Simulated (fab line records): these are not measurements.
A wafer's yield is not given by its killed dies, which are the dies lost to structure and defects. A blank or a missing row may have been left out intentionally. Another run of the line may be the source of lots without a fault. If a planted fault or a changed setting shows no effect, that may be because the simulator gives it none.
Matching of chambers / flow nand harc / 4 sister chambers for NHARC_A_BLC_ETCH_17 on rie diel-06
The step etches the open film in N2/H2, target depth 390 nm, time 609.38 s. 14 wafers are shown with their chamber, then 7 later ones without.

## WAFERS PAIRED WITH THEIR CHAMBERS
wafer=L382.1; chamber=1; showerhead plenum p Torr (Torr)=1.91; drypump motor current A (A)=6.6; rf vpp V (V)=427
wafer=L382.5; chamber=2; showerhead plenum p Torr (Torr)=2.17; drypump motor current A (A)=6.0; rf vpp V (V)=435
wafer=L382.6; chamber=3; showerhead plenum p Torr (Torr)=2.01; drypump motor current A (A)=5.1; rf vpp V (V)=430
wafer=L384.2; chamber=3; showerhead plenum p Torr (Torr)=2.01; drypump motor current A (A)=5.1; rf vpp V (V)=430
wafer=L384.4; chamber=0; showerhead plenum p Torr (Torr)=2.17; drypump motor current A (A)=4.9; rf vpp V (V)=433
wafer=L384.5; chamber=2; showerhead plenum p Torr (Torr)=2.17; drypump motor current A (A)=5.9; rf vpp V (V)=434
wafer=L391.2; chamber=3; showerhead plenum p Torr (Torr)=2.01; drypump motor current A (A)=5.1; rf vpp V (V)=429
wafer=L391.6; chamber=2; showerhead plenum p Torr (Torr)=2.17; drypump motor current A (A)=6.0; rf vpp V (V)=435
wafer=L392.6; chamber=3; showerhead plenum p Torr (Torr)=2.01; drypump motor current A (A)=5.1; rf vpp V (V)=431
wafer=L396.1; chamber=0; showerhead plenum p Torr (Torr)=2.17; drypump motor current A (A)=4.9; rf vpp V (V)=434
wafer=L396.3; chamber=1; showerhead plenum p Torr (Torr)=1.90; drypump motor current A (A)=6.7; rf vpp V (V)=425
wafer=L396.4; chamber=2; showerhead plenum p Torr (Torr)=2.17; drypump motor current A (A)=6.0; rf vpp V (V)=434
wafer=L398.2; chamber=2; showerhead plenum p Torr (Torr)=2.17; drypump motor current A (A)=5.9; rf vpp V (V)=436
wafer=L398.4; chamber=3; showerhead plenum p Torr (Torr)=2.00; drypump motor current A (A)=5.1; rf vpp V (V)=429

SIGNATURES, as means of the wafers listed above
reading=showerhead plenum p Torr; chamber 0=2.1700; chamber 1=1.9050; chamber 2=2.1700; chamber 3=2.0080; scatter within a chamber=0.00361
reading=drypump motor current A; chamber 0=4.900; chamber 1=6.650; chamber 2=5.960; chamber 3=5.100; scatter within a chamber=0.0412
reading=rf vpp V; chamber 0=433.50; chamber 1=426.00; chamber 2=434.80; chamber 3=429.80; scatter within a chamber=0.9
Rule: distance of a wafer from a chamber = root of the sum over the readings of ((wafer's reading minus chamber's mean) / reading's scatter) squared. The wafer belongs to the nearest chamber; if the next one is less than 2 further off, it can't be placed. The scatter: the root of (the sum of the squares of (reading less its chamber's mean) over the shown wafers, divided by (wafers less chambers)).

## WAFERS WITH NO CHAMBER GIVEN
wafer=L398.6; showerhead plenum p Torr (Torr)=2.17; drypump motor current A (A)=4.9; rf vpp V (V)=435
wafer=L401.1; showerhead plenum p Torr (Torr)=2.17; drypump motor current A (A)=4.9; rf vpp V (V)=433
wafer=L401.2; showerhead plenum p Torr (Torr)=2.17; drypump motor current A (A)=6.0; rf vpp V (V)=434
wafer=L401.6; showerhead plenum p Torr (Torr)=2.17; drypump motor current A (A)=4.9; rf vpp V (V)=433
wafer=L404.2; showerhead plenum p Torr (Torr)=1.90; drypump motor current A (A)=6.6; rf vpp V (V)=428
wafer=L404.5; showerhead plenum p Torr (Torr)=2.17; drypump motor current A (A)=4.9; rf vpp V (V)=434
wafer=L404.6; showerhead plenum p Torr (Torr)=1.90; drypump motor current A (A)=6.6; rf vpp V (V)=428

## EACH ONE'S CHAMBER
wafer=L398.6; from the rows above=0; in truth=0
wafer=L401.1; from the rows above=0; in truth=0
wafer=L401.2; from the rows above=2; in truth=2
wafer=L401.6; from the rows above=0; in truth=0
wafer=L404.2; from the rows above=1; in truth=1
wafer=L404.5; from the rows above=0; in truth=0
wafer=L404.6; from the rows above=1; in truth=1
Placed correctly: 7 of 7. Not placeable from these rows: 0. Number placed wrongly: 0.
